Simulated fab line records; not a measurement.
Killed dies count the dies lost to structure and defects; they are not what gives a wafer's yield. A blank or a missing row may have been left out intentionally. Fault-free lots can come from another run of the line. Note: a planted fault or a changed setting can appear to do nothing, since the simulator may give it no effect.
fab line records	flow nand_harc
[record] lots = 12	wafers = 36	last_day = 33
route steps=1302 shown A_BLC@1125 A_M0@1137 END@1302
lots untouched by any fault: they come from a run of this same line in which no faults occurred
start_h: start of the lot's first displayed wafer, in hours after the record's first day	wait_h: hours from the lot's prior step to this one	" as in the row above	L1.1+2: one row covering several wafers at once	- no value, or no start was given	* or withheld: withheld	< > ~ a bound
route shown NAME@n: NAME is a module with steps in the file, n the number in the route of the first one	usual: mean/standard deviation taken from wafers without a fault	same: alike in all rows	chamber/n: place in a boat	sites: per-site readings	_std_site: the standard deviation of these	_edge_site: mean of outer sites minus mean of inner sites	radius_mm: how far each site lies from the wafer's centre	mask NAME#n: copy n	behind: the last tool/chamber to shape the wafer	hold: the reason the lot was held/the length of the hold in hours/how it ended	device: the transistor (n, p or np) that didn't switch	end of line: the route-end tests of the same wafers	a step given without rows: its recipe and nothing more	killed: at the first sort, the dies lost to defects and structure; wafer yield is something else	map: dies across one wafer; x = killed, . = not, _ = none there
set.NAME: the setting the step ran with; set.NAME@STEP: the setting that earlier step ran with	model.NAME: the simulator's own value behind a step, which no gauge read
one table for each step of the route and one row for each wafer, over a sample of lots
services: a tool's chamber out of use, with start hour (start_h, from the record's first day; less than 0 if before it), hours out, and reason
[[steps]]
[step NHARC_A_BLC_STRIP_29]
[recipe] cf4_flow_sccm = 150	ar_flow_sccm = 0	bias_w = 0	chemistry = CF4
[usual] drypump_motor_current_A = 5.8/0.59	oes_product_au = 0.999/0.01	rf_vpp_V = 59.1/0.92	showerhead_plenum_p_Torr = 1.72/0.051	throttle_valve_pct = 13.284/0.0084
lot.wafer	tool	chamber	start_h	wait_h	drypump_motor_current_A	oes_product_au	rf_hours_counter_h	rf_vpp_V	showerhead_plenum_p_Torr	throttle_valve_pct
L907.2	rie_diel-06	1	530.27	0.1	6.2	0.980	2	58.3	1.65	13.293
L907.1	"	2	"	"	6.0	0.994	2	60.7	1.74	13.279
L907.5	"	1	"	"	6.2	0.987	-	57.8	1.65	13.287
L911.2	rie_diel-08	1	543.86	0.1	6.5	0.999	15	57.6	1.70	13.284
L911.1	"	2	"	"	6.0	1.002	14	58.8	1.74	13.277
L911.6	"	1	"	"	6.5	0.987	-	58.6	1.70	13.280
L909.4	rie_diel-09	0	546.17	0.1	5.2	1.014	9	58.7	1.73	13.276
L909.2	"	1	"	"	6.0	0.978	8	59.1	1.82	13.301
L909.3	"	2	"	"	5.2	0.991	9	59.1	1.71	13.276
L910.2	rie_diel-08	2	554.84	0.1	5.9	0.993	0	58.1	1.74	13.278
L910.3	"	3	"	"	5.7	0.982	0	60.3	1.82	13.290
L910.1	"	0	"	"	5.0	0.989	0	58.7	1.72	13.292
L912.2	rie_diel-06	0	586.11	0.1	6.8	1.005	7	60.3	1.69	13.280
L912.6	"	0	"	"	6.8	1.003	-	60.3	1.69	13.273
L912.5	"	2	"	"	6.0	1.015	-	58.5	1.73	13.297
L914.1	rie_diel-08	1	593.73	0.1	6.5	1.003	5	58.1	1.70	13.291
L914.3	"	3	"	"	5.7	0.998	5	60.6	1.82	13.290
L914.5	"	1	"	"	6.5	1.006	-	59.4	1.70	13.280
L915.2	rie_diel-06	2	608.89	0.1	6.0	1.005	8	60.2	1.73	13.268
L915.4	"	3	"	"	4.9	1.000	7	59.7	1.66	13.301
L915.5	"	1	"	"	6.2	0.991	-	58.2	1.65	13.280
L916.4	rie_diel-08	0	615.35	0.1	5.1	0.996	7	59.7	1.72	13.281
L916.1	"	1	"	"	6.5	0.998	7	60.2	1.70	13.283
L916.2	"	2	"	"	5.9	0.996	6	58.9	1.73	13.303
L917.1	rie_diel-06	2	637.36	0.1	6.0	1.012	9	59.2	1.73	13.289
L917.4	"	0	"	"	6.8	0.995	10	58.0	1.69	13.287
L917.6	"	2	"	"	6.0	1.018	-	59.4	1.73	13.272
L925.4	rie_diel-08	3	692.50	0.1	5.7	0.996	13	59.6	1.81	13.278
L925.1	"	0	"	"	5.0	1.006	13	59.1	1.72	13.275
L925.6	"	2	"	"	6.0	0.995	-	59.1	1.73	13.306
L927.1	rie_diel-06	1	727.66	0.1	6.2	1.000	4	59.2	1.65	13.281
L927.3	"	2	"	"	6.0	0.996	5	59.5	1.73	13.273
L927.6	"	0	"	"	6.8	1.002	-	59.0	1.69	13.285
L929.1	rie_diel-08	0	739.65	0.1	5.0	1.014	1	58.6	1.72	13.288
L929.4	"	2	"	"	5.9	1.013	0	60.6	1.73	13.275
L929.6	"	3	"	"	5.7	1.009	-	60.3	1.81	13.265
[step NHARC_A_BLC_ALD_23]
[recipe] target_thk_a = 30	pulse_time_s = 1	ald_cycles = 150	temp_c = 450	material = TiN
[usual] heater_power_w = 1051/50	precursor_pulse_height_rel = 1.000/0.021
lot.wafer	tool	chamber	start_h	wait_h	heater_power_w	precursor_pulse_height_rel
L907.2	ald_metal-04	3	531.06	-	981	0.985
L907.1	"	1	"	"	1174	1.006
L907.5	"	3	"	"	1015	0.981
L911.1	ald_metal-02	0	544.64	-	1088	1.018
L911.2	"	1	"	"	1080	0.988
L911.6	"	3	"	"	1021	0.983
L909.3	ald_metal-04	3	546.93	-	1030	1.028
L909.2	"	1	"	"	1206	0.997
L909.4	"	2	"	"	1022	1.024
L910.3	ald_metal-02	0	555.65	-	1035	1.017
L910.1	"	1	"	"	1075	1.024
L910.2	"	2	"	"	1030	1.019
L912.2	ald_metal-02	1	586.92	-	1052	0.976
L912.6	"	1	"	"	1075	0.993
L912.5	"	2	"	"	1058	0.962
L914.3	ald_metal-02	2	594.55	-	1062	0.993
L914.1	"	0	"	"	1048	1.002
L914.5	"	2	"	"	1082	1.008
L915.2	ald_metal-04	2	609.65	-	1039	0.997
L915.4	"	1	"	"	1182	0.987
L915.5	"	3	"	"	1022	1.007
L916.2	ald_metal-01	1	616.12	-	985	1.018
L916.4	"	2	"	"	995	0.972
L916.1	"	0	"	"	1041	0.958
L917.4	ald_metal-02	2	638.17	-	1071	1.020
L917.1	"	3	"	"	973	0.989
L917.6	"	0	"	"	1020	0.992
L925.1	ald_metal-02	1	693.31	-	1034	1.025
L925.4	"	0	"	"	996	0.999
L925.6	"	1	"	"	1065	1.009
L927.3	ald_metal-02	0	728.41	-	979	1.035
L927.1	"	3	"	"	997	0.995
L927.6	"	1	"	"	1038	1.021
L929.1	ald_metal-02	2	740.46	-	1108	1.029
L929.4	"	3	"	"	1004	1.003
L929.6	"	1	"	"	1053	1.015
[step NHARC_A_BLC_INSPECT_28]
[usual] raw_defect_count = 527/140
lot.wafer	tool	chamber	start_h	wait_h	raw_defect_count
L907.1	defect_inspect-02	-	532.17	0.1	336
L907.2	"	-	"	"	392
L907.5	"	-	"	"	401
L911.1	defect_inspect-02	-	545.75	0.1	399
L911.2	"	-	"	"	544
L911.6	"	-	"	"	408
L909.2	defect_inspect-01	-	548.06	0.1	468
L909.3	"	-	"	"	490
L909.4	"	-	"	"	540
L910.1	defect_inspect-02	-	556.77	0.1	376
L910.2	"	-	"	"	528
L910.3	"	-	"	"	417
L912.2	defect_inspect-01	-	588.06	0.1	595
L912.5	"	-	"	"	600
L912.6	"	-	"	"	579
L914.1	defect_inspect-02	-	595.68	0.1	540
L914.3	"	-	"	"	494
L914.5	"	-	"	"	553
L915.2	defect_inspect-01	-	610.78	0.1	493
L915.4	"	-	"	"	583
L915.5	"	-	"	"	646
L916.1	defect_inspect-01	-	617.26	0.1	398
L916.2	"	-	"	"	352
L916.4	"	-	"	"	355
L917.1	defect_inspect-02	-	640.44	0.1	432
L917.4	"	-	"	"	392
L917.6	"	-	"	"	369
L925.1	defect_inspect-01	-	694.43	0.1	390
L925.4	"	-	"	"	429
L925.6	"	-	"	"	521
L927.1	defect_inspect-01	-	730.00	0.1	680
L927.3	"	-	"	"	557
L927.6	"	-	"	"	611
L929.1	defect_inspect-02	-	741.54	0.1	609
L929.4	"	-	"	"	774
L929.6	"	-	"	"	974
[step NHARC_A_M0_DEP_00]
[recipe] target_thk_a = 1500	target_thk_nm = 150	temp_c = withheld	pressure_torr = 5	flow_sccm = 200	rf_w = 600	material = SiOC
lot.wafer	tool	chamber	start_h	wait_h
L907.2+1+5	pecvd-02	2,0,1	532.29	0.1
L911.2+1+6	pecvd-02	1,2,2	545.86	0.1
L909.3+2+4	pecvd-01	0,1,0	548.13	0.1
L910.2+3+1	pecvd-01	2,0,1	556.84	0.1
L912.2+6+5	pecvd-02	0,2,0	588.17	0.1
L914.1+3+5	pecvd-01	2,0,0	595.88	0.2
L915.2+4+5	pecvd-02	1,2,0	610.94	0.2
L916.2+1+4	pecvd-01	0,1,1	617.33	0.1
L917.1+4+6	pecvd-01	0,1,2	640.51	0.1
L925.1+6+4	pecvd-02	0,2,1	694.54	0.1
L927.1+3+6	pecvd-02	0,1,2	730.12	0.1
L929.1+4+6	pecvd-01	2,1,2	741.70	0.2
[step NHARC_A_M0_INSPECT_11]
[usual] raw_defect_count = 83/37
lot.wafer	tool	chamber	start_h	wait_h	raw_defect_count
L907.1	defect_inspect-02	-	533.20	0.0	22
L907.2	"	-	"	"	24
L907.5	"	-	"	"	29
L911.1	defect_inspect-02	-	546.77	0.0	99
L911.2	"	-	"	"	102
L911.6	"	-	"	"	98
L909.2	defect_inspect-01	-	549.09	0.0	25
L909.3	"	-	"	"	20
L909.4	"	-	"	"	28
L910.1	defect_inspect-02	-	557.66	0.0	58
L910.2	"	-	"	"	57
L910.3	"	-	"	"	75
L912.2	defect_inspect-02	-	588.96	0.0	59
L912.5	"	-	"	"	53
L912.6	"	-	"	"	60
L914.1	defect_inspect-02	-	596.83	0.0	101
L914.3	"	-	"	"	107
L914.5	"	-	"	"	119
L915.2	defect_inspect-02	-	611.81	0.0	140
L915.4	"	-	"	"	175
L915.5	"	-	"	"	172
L916.1	defect_inspect-01	-	618.29	0.0	84
L916.2	"	-	"	"	81
L916.4	"	-	"	"	71
L917.1	defect_inspect-01	-	641.49	0.0	79
L917.4	"	-	"	"	81
L917.6	"	-	"	"	71
L925.1	defect_inspect-01	-	695.33	0.0	54
L925.4	"	-	"	"	55
L925.6	"	-	"	"	58
L927.1	defect_inspect-02	-	730.90	0.0	684
L927.3	"	-	"	"	70
L927.6	"	-	"	"	74
L929.1	defect_inspect-02	-	742.57	0.0	114
L929.4	"	-	"	"	103
L929.6	"	-	"	"	121
[step NHARC_END_SORT_01]
[recipe] temp_c = 25
[usual] defect_limited_yield = 90.9/2.8	killed_at_array = 57/20	killed_at_other = 1.3/1.4	killed_at_periphery = 3.4/2.4	killed_dies = 61/19	killed_open = 2.9/1.8	killed_short = 2.5/1.6
[same] gross_dies = 677
lot.wafer	tool	chamber	start_h	wait_h	defect_limited_yield[%]	killed_at_array	killed_at_other	killed_at_periphery	killed_dies	killed_open	killed_short
L907.1	prober-02	0	577.03	2.5	96.5	21	0	3	24	2	2
L907.2	prober-02	0	577.84	2.8	97.0	18	1	1	20	1	1
L907.5	prober-02	0	580.27	3.7	95.0	31	0	3	34	3	3
L925.1	prober-01	0	734.41	2.5	91.4	46	1	11	58	4	2
L925.4	prober-01	0	736.76	3.4	93.5	41	0	3	44	2	3
L925.6	prober-01	0	738.34	3.9	92.3	45	2	5	52	6	2
L927.1	prober-02	0	770.57	2.5	78.1	147	0	1	148	3	2
L927.3	prober-02	0	772.18	3.1	91.6	55	1	1	57	2	0
L927.6	prober-02	0	774.59	4.0	90.5	61	1	2	64	3	2
// killed by level:class
L907.1 A_CHANNEL_HOLE_D2:chamber_film_flake=12 A_DECK1_JOINT:chamber_film_flake=2 A_CHANNEL_FILL_D2:chamber_film_flake=2 P_M0:geometric_particle:short=1 A_ONON_D1:geometric_particle:short=1 A_CHANNEL_FILL_D2:geometric_particle:open=1 A_M0:geometric_particle:open=1 P_ZERO_WELL:chamber_film_flake=1
L907.2 A_CHANNEL_HOLE_D2:chamber_film_flake=10 A_STAIRCASE:chamber_film_flake=2 A_CHANNEL_FILL_D2:chamber_film_flake=2 A_DECK1_JOINT:geometric_particle:open=1 P_STI:chamber_film_flake=1 STARTING-WAFER:geometric_particle:short=1 A_WL_FILL:chamber_film_flake=1 A_CONTACT:chamber_film_flake=1
L907.5 A_CHANNEL_HOLE_D2:chamber_film_flake=13 A_CONTACT:chamber_film_flake=4 A_WL_FILL:chamber_film_flake=3 A_ONON_D1:geometric_particle:short=2 P_STI:chamber_film_flake=2 A_CHANNEL_FILL_D2:chamber_film_flake=2 P_GATE:geometric_particle:open=1 A_ONON_D1:geometric_particle:open=1
L925.1 A_CHANNEL_HOLE_D2:chamber_film_flake=25 A_CHANNEL_HOLE_D1:chamber_film_flake=14 P_STI:chamber_film_flake=4 P_M2:chamber_film_flake=3 P_ZERO_WELL:chamber_film_flake=2 A_CHANNEL_FILL_D1:chamber_film_flake=2 P_GATE:geometric_particle:open=1 P_CONTACT:geometric_particle:open=1
L925.4 A_CHANNEL_HOLE_D2:chamber_film_flake=19 A_CHANNEL_HOLE_D1:chamber_film_flake=11 A_SLIT:chamber_film_flake=4 A_WL_FILL:geometric_particle:short=2 P_M2:chamber_film_flake=2 A_DECK1_JOINT:chamber_film_flake=2 P_M0:geometric_particle:short=1 A_DECK1_JOINT:geometric_particle:open=1
L925.6 A_CHANNEL_HOLE_D2:chamber_film_flake=25 A_CHANNEL_HOLE_D1:chamber_film_flake=11 P_GATE:geometric_particle:open=3 A_SLIT:chamber_film_flake=3 A_CONTACT:chamber_film_flake=3 P_CONTACT:geometric_particle:open=1 P_M0:geometric_particle:open=1 A_WL_FILL:geometric_particle:short=1
L927.1 A_M0:unspecified=92 A_CHANNEL_HOLE_D2:chamber_film_flake=32 A_CHANNEL_HOLE_D1:chamber_film_flake=12 A_SLIT:chamber_film_flake=4 A_DECK1_JOINT:chamber_film_flake=2 P_CONTACT:geometric_particle:open=1 A_CHANNEL_FILL_D2:geometric_particle:short=1 A_WL_FILL:geometric_particle:open=1
L927.3 A_CHANNEL_HOLE_D2:chamber_film_flake=25 A_CHANNEL_HOLE_D1:chamber_film_flake=11 A_SLIT:chamber_film_flake=10 A_ZERO_WELL:chamber_film_flake=2 A_CONTACT:chamber_film_flake=2 A_ONON_D1:geometric_particle:open=1 A_ONON_D2:geometric_particle:open=1 P_ZERO_WELL:chamber_film_flake=1
L927.6 A_CHANNEL_HOLE_D2:chamber_film_flake=36 A_CHANNEL_HOLE_D1:chamber_film_flake=14 A_SLIT:chamber_film_flake=3 A_M1:geometric_particle:open=2 P_M2:geometric_particle:open=1 A_CHANNEL_HOLE_D2:geometric_particle:short=1 A_SGD_CUT:geometric_particle:short=1 P_ZERO_WELL:chamber_film_flake=1
[[services]]
tool	chamber	start_h	hours	kind
ald_metal-02	3	509.29	8.7	repair
ald_metal-02	0	518.36	2.9	repair
ald_metal-01	-	526.00	10.0	pm
rie_diel-09	-	533.00	1.8	repair
rie_diel-09	0	537.11	4.2	repair
rie_diel-08	-	544.80	9.0	pm
rie_diel-06	1	568.69	5.0	repair
ald_metal-01	3	569.60	23.9	repair
rie_diel-06	3	581.97	6.5	repair
pecvd-02	-	589.55	13.0	pm
ald_metal-04	-	604.32	1.0	repair
ald_metal-04	1	606.40	1.7	repair
ald_metal-02	-	610.00	10.0	pm
pecvd-01	-	624.61	0.8	repair
rie_diel-08	2	628.38	5.5	repair
rie_diel-06	-	644.38	0.6	repair
ald_metal-04	-	652.00	10.0	pm
rie_diel-06	-	661.20	9.0	pm
rie_diel-08	1	663.81	3.3	repair
ald_metal-02	3	671.78	21.9	repair
pecvd-01	-	673.27	13.0	pm
ald_metal-04	2	676.81	3.5	repair
rie_diel-08	-	721.80	9.0	pm
pecvd-01	0	732.04	4.3	repair
[[key]]
[first_sign] step = NHARC_A_M0_INSPECT_11	reading = raw_defect_count	direction = up	sigmas = 16	usual = 83	struck = 684
[effect] step = NHARC_END_SORT_01	reading = killed_at_array	direction = up	sigmas = 4.6	usual = 57	struck = 147
[more_kills_born_at] NHARC_A_M0_DEP_00@pecvd-02 = 92
met_at NHARC_A_M0_DEP_00
struck_lots L927
struck_wafers L927.1
not_acting_at NHARC_A_BLC_STRIP_29,NHARC_A_BLC_ALD_23,NHARC_A_BLC_INSPECT_28
onset_between 694.54 730.12
[fault] kind = chamber_particle_source	tool = pecvd-02	chamber = 0	onset_h = 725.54	steps = NHARC_A_M0_DEP_00	rate_per_visit_cm2 = 0.92889	end_h = 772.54
